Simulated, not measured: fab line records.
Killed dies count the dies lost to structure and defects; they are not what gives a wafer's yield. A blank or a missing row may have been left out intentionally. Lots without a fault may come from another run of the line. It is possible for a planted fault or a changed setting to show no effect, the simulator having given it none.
Split-lot experiment / flow n5_finfet / route with 1938 steps; 7 lots, 21 wafers read

== SPLIT DETAILS ==
At N5_BEOL_M15_ETCH_61 (etches BARC in N2/H2, target depth 89 nm, overetch 26.7 nm, time 67.9 s), the setting time_s was moved away from the recipe's 67.9 s on 7 of the 21 wafers read, by -21.5% to +20.4%. For the rest of the wafers, this setting stayed at what the recipe calls for.

The reading comes from the split's own step.

== THE READING ==
coat_of_BEOL_M15_COAT_22.thk_nm (the simulator's own value, which no gauge read), in nm, at N5_BEOL_M15_ETCH_61 (etches BARC in N2/H2, target depth 89 nm, overetch 26.7 nm, time 67.9 s). The file gives no usual value for it. Average 715.4 nm, standard deviation 3.1 nm, over the 14 wafers here run with the recipe.

wafer=L075.2; tool, chamber at the split=rie_diel-05, 1; time_s as run, s=67.9; against the recipe=recipe; coat_of_BEOL_M15_COAT_22.thk_nm, nm=718.8; against lot-mates on the recipe=-
wafer=L075.3; tool, chamber at the split=rie_diel-05, 3; time_s as run, s=67.9; against the recipe=recipe; coat_of_BEOL_M15_COAT_22.thk_nm, nm=719.6; against lot-mates on the recipe=-
wafer=L075.4; tool, chamber at the split=rie_diel-05, 2; time_s as run, s=67.9; against the recipe=recipe; coat_of_BEOL_M15_COAT_22.thk_nm, nm=715.2; against lot-mates on the recipe=-
wafer=L077.4; tool, chamber at the split=rie_diel-05, 2; time_s as run, s=67.9; against the recipe=recipe; coat_of_BEOL_M15_COAT_22.thk_nm, nm=718.2; against lot-mates on the recipe=-
wafer=L077.5; tool, chamber at the split=rie_diel-05, 2; time_s as run, s=53.32; against the recipe=-21.5%; coat_of_BEOL_M15_COAT_22.thk_nm, nm=731.4; against lot-mates on the recipe=+13.2
wafer=L077.6; tool, chamber at the split=rie_diel-05, 1; time_s as run, s=53.32; against the recipe=-21.5%; coat_of_BEOL_M15_COAT_22.thk_nm, nm=733.2; against lot-mates on the recipe=+15.0
wafer=L079.4; tool, chamber at the split=rie_diel-05, 3; time_s as run, s=73.69; against the recipe=+8.5%; coat_of_BEOL_M15_COAT_22.thk_nm, nm=714; against lot-mates on the recipe=-5.4
wafer=L079.5; tool, chamber at the split=rie_diel-05, 3; time_s as run, s=67.9; against the recipe=recipe; coat_of_BEOL_M15_COAT_22.thk_nm, nm=719.4; against lot-mates on the recipe=-
wafer=L079.6; tool, chamber at the split=rie_diel-05, 2; time_s as run, s=73.69; against the recipe=+8.5%; coat_of_BEOL_M15_COAT_22.thk_nm, nm=710.2; against lot-mates on the recipe=-9.2
wafer=L085.2; tool, chamber at the split=rie_diel-01, 1; time_s as run, s=81.72; against the recipe=+20.4%; coat_of_BEOL_M15_COAT_22.thk_nm, nm=701.8; against lot-mates on the recipe=-14.2
wafer=L085.4; tool, chamber at the split=rie_diel-01, 2; time_s as run, s=67.9; against the recipe=recipe; coat_of_BEOL_M15_COAT_22.thk_nm, nm=716; against lot-mates on the recipe=-
wafer=L085.6; tool, chamber at the split=rie_diel-01, 2; time_s as run, s=81.72; against the recipe=+20.4%; coat_of_BEOL_M15_COAT_22.thk_nm, nm=703.6; against lot-mates on the recipe=-12.4
wafer=L086.2; tool, chamber at the split=rie_diel-01, 0; time_s as run, s=67.9; against the recipe=recipe; coat_of_BEOL_M15_COAT_22.thk_nm, nm=714.8; against lot-mates on the recipe=-
wafer=L086.4; tool, chamber at the split=rie_diel-01, 1; time_s as run, s=67.9; against the recipe=recipe; coat_of_BEOL_M15_COAT_22.thk_nm, nm=714.6; against lot-mates on the recipe=-
wafer=L086.5; tool, chamber at the split=rie_diel-01, 1; time_s as run, s=67.9; against the recipe=recipe; coat_of_BEOL_M15_COAT_22.thk_nm, nm=714; against lot-mates on the recipe=-
wafer=L088.2; tool, chamber at the split=rie_diel-01, 2; time_s as run, s=77.22; against the recipe=+13.7%; coat_of_BEOL_M15_COAT_22.thk_nm, nm=710.8; against lot-mates on the recipe=-5.9
wafer=L088.5; tool, chamber at the split=rie_diel-01, 1; time_s as run, s=67.9; against the recipe=recipe; coat_of_BEOL_M15_COAT_22.thk_nm, nm=717.6; against lot-mates on the recipe=-
wafer=L088.6; tool, chamber at the split=rie_diel-01, 0; time_s as run, s=67.9; against the recipe=recipe; coat_of_BEOL_M15_COAT_22.thk_nm, nm=715.8; against lot-mates on the recipe=-
wafer=L097.1; tool, chamber at the split=rie_diel-01, 1; time_s as run, s=67.9; against the recipe=recipe; coat_of_BEOL_M15_COAT_22.thk_nm, nm=710.2; against lot-mates on the recipe=-
wafer=L097.3; tool, chamber at the split=rie_diel-01, 2; time_s as run, s=67.9; against the recipe=recipe; coat_of_BEOL_M15_COAT_22.thk_nm, nm=710.8; against lot-mates on the recipe=-
wafer=L097.6; tool, chamber at the split=rie_diel-01, 3; time_s as run, s=67.9; against the recipe=recipe; coat_of_BEOL_M15_COAT_22.thk_nm, nm=710.8; against lot-mates on the recipe=-

FIT RESULTS
A straight line over all 21 wafers: coat_of_BEOL_M15_COAT_22.thk_nm changes by -0.664 nm for each +1% of time_s; r = -0.92; the points scatter about the line by 3 nm.
The same after taking each lot's own level away (the mean of its wafers on the recipe; 21 wafers): -0.649 nm for each +1%; r = -0.98; scatter 1.4 nm.
The reading moves by 14 nm for the largest change in time_s, on that fit.
The span of the lots' own levels, 710.60 to 719.40 nm, comes to 2.9 times the standard deviation stated above.
Hence the lot-to-lot level has little effect on the slope; both slopes agree.
Check: +14.2 nm against its lot-mates is what the line predicts for one of the wafers moved furthest among these (-21.5%) when that wafer is left out of the fit. It came out at +13.2 nm against them.

== THE OTHER SPLITS THESE WAFERS WENT THROUGH ==
Other splits were also applied to these wafers ahead of the reading. Each is held against what the fit with the lots' levels taken away leaves over:
other split on the same wafers=N5_BEOL_M11_ALD_74 ald_cycles; wafers away from the commonest value=5; r with coat_of_BEOL_M15_COAT_22.thk_nm (lot level and that fit taken away)=-0.04
other split on the same wafers=N5_BEOL_M13_COAT_58 spin_rpm; wafers away from the commonest value=6; r with coat_of_BEOL_M15_COAT_22.thk_nm (lot level and that fit taken away)=-0.21
other split on the same wafers=N5_BEOL_M13_ETCH_59 time_s; wafers away from the commonest value=5; r with coat_of_BEOL_M15_COAT_22.thk_nm (lot level and that fit taken away)=-0.21
other split on the same wafers=N5_BEOL_M14_ILD_DEP_00 time_s; wafers away from the commonest value=10; r with coat_of_BEOL_M15_COAT_22.thk_nm (lot level and that fit taken away)=+0.08
other split on the same wafers=N5_BEOL_M14_PEB_08 peb_time_s; wafers away from the commonest value=10; r with coat_of_BEOL_M15_COAT_22.thk_nm (lot level and that fit taken away)=-0.20
other split on the same wafers=N5_BEOL_M15_PEB_26 peb_time_s; wafers away from the commonest value=6; r with coat_of_BEOL_M15_COAT_22.thk_nm (lot level and that fit taken away)=-0.36

== THE FILE'S OWN FIT ==
coat_of_BEOL_M15_COAT_22.thk_nm changes by -0.631 nm for each +1% of time_s, r = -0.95.
